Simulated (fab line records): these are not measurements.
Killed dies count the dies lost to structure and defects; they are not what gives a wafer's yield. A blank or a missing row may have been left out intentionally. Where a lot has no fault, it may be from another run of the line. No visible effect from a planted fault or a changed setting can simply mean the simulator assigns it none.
fab line records | flow nand_harc
[record] lots = 12 | wafers = 36 | last_day = 25
route steps=1159 shown P_ZERO_WELL@44 P_STI@99
lots with no fault: from the same line, run without faults
start_h: start of the lot's first displayed wafer, in hours after the record's first day | wait_h: how many hours have passed since the lot's step before this one | " repeats the value in the row above | L1.1+2: several wafers, shown together as one row | - value missing, or start not given | * or withheld: withheld | < > ~ a bound
route shown NAME@n: a module of which the file shows steps, and the number in the route of the first | usual: the fault-free wafers' mean and standard deviation | same: alike in all rows | chamber/n: place in a boat | sites: per-site readings | _std_site: the standard deviation of these | _edge_site: mean of outer sites minus mean of inner sites | radius_mm: how far each site lies from the wafer's centre | mask NAME#n: copy n | behind: the tool/chamber that last shaped the wafer | hold: why the lot was held/for how many hours/how that ended | device: the transistor (n, p or np) that didn't switch | end of line: the route-end tests of the same wafers | a step with no rows: only its recipe | killed: not the wafer's yield, but the dies lost to structure and defects at the first sort | map: a wafer's dies, x killed, . not, _ none there
set.NAME: the run value of the setting; set.NAME@STEP: its run value at that earlier step | model.NAME: the simulator's own value behind a step, which no gauge read
the route's steps for a sample of lots (tables are steps, rows are wafers)
services: from which hour (start_h, from the record's first day; less than 0 if before it) a tool's chamber was out of use, for how many hours, and why
[[steps]]
[step NHARC_P_ZERO_WELL_CD_MEAS_37]
[recipe] target_cd_nm = 720 | landing_energy_ev = 500
[usual] cd_nm = 721.0/1.8
lot.wafer | tool      | chamber | start_h | wait_h | cd_nm
L241.2    | cd_sem-03 | 0       | 16.29   | -      | 722.0
L241.3    | "         | 0       | "       | "      | 720.0
L241.5    | "         | 0       | "       | "      | 720.7
L242.2    | cd_sem-03 | 0       | 21.97   | -      | 719.6
L242.3    | "         | 0       | "       | "      | 718.7
L242.4    | "         | 0       | "       | "      | 719.4
L243.4    | cd_sem-02 | 0       | 28.18   | -      | 721.2
L243.5    | "         | 0       | "       | "      | 720.6
L243.6    | "         | 0       | "       | "      | 719.3
L244.1    | cd_sem-02 | 0       | 33.98   | -      | 721.1
L244.4    | "         | 0       | "       | "      | 720.0
L244.6    | "         | 0       | "       | "      | 720.5
L245.2    | cd_sem-03 | 0       | 40.11   | -      | 720.4
L245.3    | "         | 0       | "       | "      | 718.4
L245.6    | "         | 0       | "       | "      | 722.3
L246.1    | cd_sem-02 | 0       | 46.14   | -      | 720.5
L246.3    | "         | 0       | "       | "      | 721.3
L246.6    | "         | 0       | "       | "      | 719.5
L249.3    | cd_sem-02 | 0       | 64.24   | -      | 720.0
L249.5    | "         | 0       | "       | "      | 720.8
L249.6    | "         | 0       | "       | "      | 720.2
L250.1    | cd_sem-01 | 0       | 69.90   | -      | 722.1
L250.5    | "         | 0       | "       | "      | 721.5
L250.6    | "         | 0       | "       | "      | 721.9
L261.2    | cd_sem-01 | 0       | 136.24  | -      | 723.3
L261.3    | "         | 0       | "       | "      | 721.9
L261.4    | "         | 0       | "       | "      | 722.5
L262.1    | cd_sem-02 | 0       | 142.35  | -      | 723.7
L262.2    | "         | 0       | "       | "      | 721.5
L262.4    | "         | 0       | "       | "      | 722.6
L263.1    | cd_sem-02 | 0       | 147.99  | -      | 721.0
L263.3    | "         | 0       | "       | "      | 723.5
L263.4    | "         | 0       | "       | "      | 724.4
L264.3    | cd_sem-02 | 0       | 154.30  | -      | 719.9
L264.5    | "         | 0       | "       | "      | 722.6
L264.6    | "         | 0       | "       | "      | 720.7
[step NHARC_P_ZERO_WELL_DESCUM_39]
[recipe] time_s = 3 | o2_flow_sccm = 200 | ar_flow_sccm = 0 | bias_power_w = 0 | chemistry = O2
[usual] drypump_motor_current_A = 5.7/0.39 | mfc_ar_sccm = 0.011/0.014 | oes_product_au = 1.000/0.011 | rf_vpp_V = 57.7/0.9 | showerhead_plenum_p_Torr = 1.90/0.081 | throttle_valve_pct = 11.311/0.009
lot.wafer | tool        | chamber | start_h | wait_h | drypump_motor_current_A | mfc_ar_sccm | oes_product_au | rf_hours_counter_h | rf_vpp_V | showerhead_plenum_p_Torr | throttle_valve_pct
L241.2    | rie_diel-03 | 1       | 16.46   | -      | 5.5                     | 0           | 1.000          | 10                 | 57.3     | 1.95                     | 11.311
L241.3    | "           | 3       | "       | "      | 5.0                     | 0.022       | 0.998          | 9                  | 57.4     | 1.83                     | 11.315
L241.5    | "           | 1       | "       | "      | 5.5                     | 0           | 1.006          | -                  | 56.8     | 1.95                     | 11.312
L242.2    | rie_diel-12 | 0       | 22.14   | -      | 5.7                     | 0.031       | 1.018          | 9                  | 57.4     | 1.84                     | 11.299
L242.3    | "           | 1       | "       | "      | 5.7                     | 0.001       | 0.989          | 9                  | 57.2     | 1.79                     | 11.321
L242.4    | "           | 2       | "       | "      | 5.6                     | 0           | 1.016          | 9                  | 56.0     | 1.92                     | 11.317
L243.4    | rie_diel-03 | 2       | 28.37   | -      | 6.4                     | 0.018       | 0.999          | 11                 | 56.5     | 1.79                     | 11.302
L243.5    | "           | 3       | "       | "      | 5.0                     | 0.022       | 1.003          | -                  | 57.8     | 1.83                     | 11.309
L243.6    | "           | 0       | "       | "      | 5.9                     | 0           | 0.989          | -                  | 56.4     | 1.90                     | 11.318
L244.1    | rie_diel-06 | 0       | 34.14   | -      | 5.8                     | 0.042       | 0.991          | 9                  | 58.1     | 2.05                     | 11.300
L244.4    | "           | 3       | "       | "      | 5.4                     | 0           | 0.996          | 10                 | 57.5     | 2.02                     | 11.325
L244.6    | "           | 0       | "       | "      | 5.8                     | 0.042       | 0.984          | -                  | 58.2     | 2.05                     | 11.319
L245.3    | rie_diel-12 | 2       | 40.28   | -      | 5.7                     | 0           | 1.018          | 0                  | 57.1     | 1.92                     | 11.326
L245.2    | "           | 0       | "       | "      | 5.8                     | 0.031       | 1.003          | 1                  | 56.3     | 1.84                     | 11.305
L245.6    | "           | 2       | "       | "      | 5.6                     | 0           | 1.026          | -                  | 56.6     | 1.92                     | 11.304
L246.1    | rie_diel-06 | 1       | 46.32   | -      | 6.4                     | 0.010       | 0.997          | 11                 | 57.9     | 1.97                     | 11.313
L246.3    | "           | 2       | "       | "      | 5.3                     | 0           | 0.998          | 11                 | 57.3     | 1.84                     | 11.313
L246.6    | "           | 1       | "       | "      | 6.4                     | 0.010       | 0.998          | -                  | 58.7     | 1.97                     | 11.313
L249.3    | rie_diel-03 | 0       | 64.44   | -      | 5.9                     | 0           | 0.998          | 1                  | 57.0     | 1.90                     | 11.307
L249.5    | "           | 1       | "       | "      | 5.5                     | 0           | 0.992          | -                  | 57.5     | 1.95                     | 11.302
L249.6    | "           | 2       | "       | "      | 6.4                     | 0.018       | 0.992          | -                  | 56.9     | 1.79                     | 11.314
L250.1    | rie_diel-12 | 1       | 70.06   | -      | 5.6                     | 0.001       | 0.977          | 2                  | 56.6     | 1.79                     | 11.296
L250.5    | "           | 1       | "       | "      | 5.7                     | 0.001       | 0.977          | -                  | 57.5     | 1.79                     | 11.299
L250.6    | "           | 2       | "       | "      | 5.7                     | 0           | 1.024          | -                  | 57.2     | 1.92                     | 11.301
L261.3    | rie_diel-06 | 2       | 136.40  | -      | 5.3                     | 0           | 0.999          | 5                  | 56.3     | 1.84                     | 11.304
L261.4    | "           | 3       | "       | "      | 5.4                     | 0           | 0.999          | 4                  | 57.3     | 2.01                     | 11.309
L261.2    | "           | 1       | "       | "      | 6.4                     | 0.010       | 0.989          | 5                  | 58.5     | 1.97                     | 11.305
L262.2    | rie_diel-03 | 0       | 142.53  | -      | 5.9                     | 0           | 0.993          | 7                  | 57.1     | 1.89                     | 11.307
L262.1    | "           | 1       | "       | "      | 5.5                     | 0           | 0.997          | 7                  | 57.7     | 1.94                     | 11.303
L262.4    | "           | 0       | "       | "      | 5.9                     | 0           | 0.993          | -                  | 57.7     | 1.89                     | 11.296
L263.4    | rie_diel-12 | 2       | 148.15  | -      | 5.6                     | 0           | 1.015          | 6                  | 56.9     | 1.92                     | 11.317
L263.1    | "           | 3       | "       | "      | 5.8                     | 0.015       | 1.009          | 6                  | 57.1     | 1.85                     | 11.316
L263.3    | "           | 0       | "       | "      | 5.8                     | 0.031       | 0.994          | 6                  | 56.1     | 1.83                     | 11.316
L264.3    | rie_diel-03 | 1       | 154.49  | -      | 5.5                     | 0           | 0.998          | 8                  | 58.7     | 1.94                     | 11.316
L264.5    | "           | 3       | "       | "      | 5.0                     | 0.022       | 1.016          | -                  | 56.5     | 1.82                     | 11.311
L264.6    | "           | 1       | "       | "      | 5.5                     | 0           | 0.998          | -                  | 59.0     | 1.94                     | 11.317
[step NHARC_P_ZERO_WELL_RTA_42]
[recipe] temp_c = 1100 | time_s = 300
[usual] lamp_power_pct = 35.82/0.22 | lamp_zone_3_pct = 35.81/0.22 | wafer_temp_C_max = 1105.1/1.1
lot.wafer | tool          | chamber | start_h | wait_h | lamp_power_pct | lamp_zone_3_pct | wafer_temp_C_max
L241.2    | rtp_anneal-02 | 0       | 19.21   | -      | 36.01          | 36.05           | 1105.3
L241.3    | "             | 0       | "       | "      | 36.11          | 36.08           | 1104.9
L241.5    | "             | 0       | "       | "      | 36.10          | 36.01           | 1104.7
L242.2    | rtp_anneal-02 | 0       | 24.90   | -      | 35.97          | 35.99           | 1104.2
L242.3    | "             | 0       | "       | "      | 35.92          | 35.98           | 1104.3
L242.4    | "             | 0       | "       | "      | 36.06          | 35.95           | 1103.5
L243.4    | rtp_anneal-01 | 0       | 31.27   | -      | 35.65          | 35.61           | 1104.2
L243.5    | "             | 0       | "       | "      | 35.66          | 35.64           | 1105.2
L243.6    | "             | 0       | "       | "      | 35.62          | 35.67           | 1105.4
L244.1    | rtp_anneal-02 | 0       | 36.65   | -      | 36.00          | 36.03           | 1105.1
L244.4    | "             | 0       | "       | "      | 35.99          | 36.01           | 1104.5
L244.6    | "             | 0       | "       | "      | 36.04          | 36.07           | 1103.6
L245.2    | rtp_anneal-01 | 0       | 42.99   | -      | 35.49          | 35.48           | 1106.6
L245.3    | "             | 0       | "       | "      | 35.45          | 35.52           | 1105.7
L245.6    | "             | 0       | "       | "      | 35.41          | 35.45           | 1104.8
L246.1    | rtp_anneal-01 | 0       | 48.97   | -      | 35.56          | 35.52           | 1106.6
L246.3    | "             | 0       | "       | "      | 35.57          | 35.60           | 1106.7
L246.6    | "             | 0       | "       | "      | 35.58          | 35.52           | 1106.9
L249.3    | rtp_anneal-02 | 0       | 67.13   | -      | 36.12          | 36.05           | 1104.4
L249.5    | "             | 0       | "       | "      | 36.14          | 36.00           | 1104.9
L249.6    | "             | 0       | "       | "      | 36.10          | 36.06           | 1103.3
L250.1    | rtp_anneal-02 | 0       | 72.59   | -      | 36.04          | 36.01           | 1104.0
L250.5    | "             | 0       | "       | "      | 36.06          | 36.01           | 1104.6
L250.6    | "             | 0       | "       | "      | 36.01          | 36.00           | 1106.7
L261.2    | rtp_anneal-01 | 0       | 139.02  | -      | 35.47          | 35.52           | 1105.1
L261.3    | "             | 0       | "       | "      | 35.48          | 35.49           | 1105.6
L261.4    | "             | 0       | "       | "      | 35.49          | 35.49           | 1104.8
L262.1    | rtp_anneal-01 | 0       | 145.16  | -      | 35.59          | 35.55           | 1108.0
L262.2    | "             | 0       | "       | "      | 35.57          | 35.54           | 1107.3
L262.4    | "             | 0       | "       | "      | 35.56          | 35.56           | 1106.4
L263.1    | rtp_anneal-02 | 0       | 150.78  | -      | 36.06          | 36.05           | 1105.7
L263.3    | "             | 0       | "       | "      | 36.09          | 36.07           | 1103.8
L263.4    | "             | 0       | "       | "      | 36.06          | 36.03           | 1104.7
L264.3    | rtp_anneal-02 | 0       | 157.17  | -      | 36.03          | 35.97           | 1103.5
L264.5    | "             | 0       | "       | "      | 36.02          | 35.98           | 1103.5
L264.6    | "             | 0       | "       | "      | 35.94          | 35.98           | 1106.4
[step NHARC_P_STI_ANNEAL_34]
[recipe] temp_c = 1000 | time_s = 1800
[usual] run_length_s = 1831/5.6 | spike_tc_centre_C = 1000.7/1
lot.wafer | tool       | chamber | start_h | wait_h | run_length_s | spike_tc_centre_C
L241.2    | furnace-01 | 0       | 47.74   | 3.7    | 1835         | 1001.0
L241.3    | "          | 0       | "       | "      | 1835         | 1000.1
L241.5    | "          | 0       | "       | "      | 1835         | 1001.0
L242.2    | furnace-01 | 0       | 55.93   | 4.4    | 1837         | 1002.5
L242.3    | "          | 0       | "       | "      | 1837         | 1001.2
L242.4    | "          | 0       | "       | "      | 1837         | 1000.9
L243.4    | furnace-05 | 0       | 65.02   | 4.6    | 1822         | 1001.2
L243.5    | "          | 0       | "       | "      | 1822         | 1000.6
L243.6    | "          | 0       | "       | "      | 1822         | 1001.3
L244.1    | furnace-05 | 0       | 69.55   | 4.2    | 1829         | 1000.1
L244.4    | "          | 0       | "       | "      | 1829         | 1001.9
L244.6    | "          | 0       | "       | "      | 1829         | 999.9
L245.2    | furnace-07 | 0       | 78.69   | 4.6    | 1827         | 1000.1
L245.3    | "          | 0       | "       | "      | 1827         | 1000.1
L245.6    | "          | 0       | "       | "      | 1827         | 1002.4
L246.1    | furnace-07 | 0       | 78.69   | 4.2    | 1828         | 1000.5
L246.3    | "          | 0       | "       | "      | 1828         | 999.6
L246.6    | "          | 0       | "       | "      | 1828         | 1000.1
L249.3    | furnace-07 | 0       | 100.54  | 3.9    | 1468         | 1001.9
L249.5    | "          | 0       | "       | "      | 1468         | 1000.5
L249.6    | "          | 0       | "       | "      | 1468         | 999.9
L250.1    | furnace-07 | 0       | 100.54  | 3.5    | 1474         | 1001.6
L250.5    | "          | 0       | "       | "      | 1474         | 1000.1
L250.6    | "          | 0       | "       | "      | 1474         | 1001.3
L261.2    | furnace-07 | 0       | 170.79  | 6.0    | 1825         | 999.9
L261.3    | "          | 0       | "       | "      | 1825         | 1001.5
L261.4    | "          | 0       | "       | "      | 1825         | 999.7
L262.1    | furnace-05 | 0       | 175.47  | 4.2    | 1827         | 1001.0
L262.2    | "          | 0       | "       | "      | 1827         | 1001.6
L262.4    | "          | 0       | "       | "      | 1827         | 1000.5
L263.1    | furnace-01 | 0       | 183.34  | 6.7    | 1846         | 1002.6
L263.3    | "          | 0       | "       | "      | 1846         | 1001.3
L263.4    | "          | 0       | "       | "      | 1846         | 1003.4
L264.3    | furnace-05 | 0       | 188.74  | 4.7    | 1825         | 1000.2
L264.5    | "          | 0       | "       | "      | 1825         | 1000.6
L264.6    | "          | 0       | "       | "      | 1825         | 1000.2
[[services]]
tool        | chamber | start_h | hours | kind
rie_diel-03 | 0       | -7.17   | -     | clean
rie_diel-03 | 1       | -7.17   | -     | clean
rie_diel-03 | 2       | -7.17   | -     | clean
rie_diel-03 | 3       | -7.17   | -     | clean
rie_diel-03 | -       | -5.47   | 1.1   | repair
rie_diel-03 | 0       | 17.33   | -     | clean
rie_diel-03 | 1       | 17.33   | -     | clean
rie_diel-03 | 2       | 17.33   | -     | clean
rie_diel-03 | 3       | 17.33   | -     | clean
rie_diel-12 | -       | 27.29   | 9.0   | pm
rie_diel-03 | -       | 38.33   | 9.0   | pm
rie_diel-03 | 0       | 38.33   | 9.0   | vent_cycle
rie_diel-03 | 1       | 38.33   | 9.0   | vent_cycle
rie_diel-03 | 2       | 38.33   | 9.0   | vent_cycle
rie_diel-03 | 3       | 38.33   | 9.0   | vent_cycle
rie_diel-06 | 3       | 43.37   | 7.9   | repair
rie_diel-03 | 0       | 47.33   | -     | clean
rie_diel-03 | 1       | 47.33   | -     | clean
rie_diel-03 | 2       | 47.33   | -     | clean
rie_diel-03 | 3       | 47.33   | -     | clean
rie_diel-06 | -       | 64.20   | 9.0   | pm
rie_diel-03 | 0       | 71.83   | -     | clean
rie_diel-03 | 2       | 136.49  | 35.1  | repair
rie_diel-12 | -       | 170.94  | 0.3   | repair
[[key]]
[first_sign] step = NHARC_P_STI_ANNEAL_34 | reading = run_length_s | direction = down | sigmas = 64 | usual = * | struck = *
effect none on later readings
met_at NHARC_P_STI_ANNEAL_34
struck_lots L249,L250
tester_left_out L249,L250
[loop_trim] step = NHARC_P_STI_EXPOSE_06 | setting = dose | lots = L250
not_acting_at NHARC_P_ZERO_WELL_CD_MEAS_37,NHARC_P_ZERO_WELL_DESCUM_39,NHARC_P_ZERO_WELL_RTA_42
onset_between 78.69 100.54
[fault] kind = process_parameter_drift | tool = furnace-07 | chamber = - | onset_h = 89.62 | steps = NHARC_P_STI_ANNEAL_34 | channel = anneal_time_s | offset = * | shape = step | end_h = 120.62 | acts_in = * | stated = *
// tester_left_out: of these lots the tester's yield and bins aren't shown, on N5 and GAA mostly nor the transistor test; their killed dies are dies lost to structure and defects alone, not to doping, threshold or leakage, so they don't give the yield
// loop_trim: a control loop set the setting to another value than it would have without faults
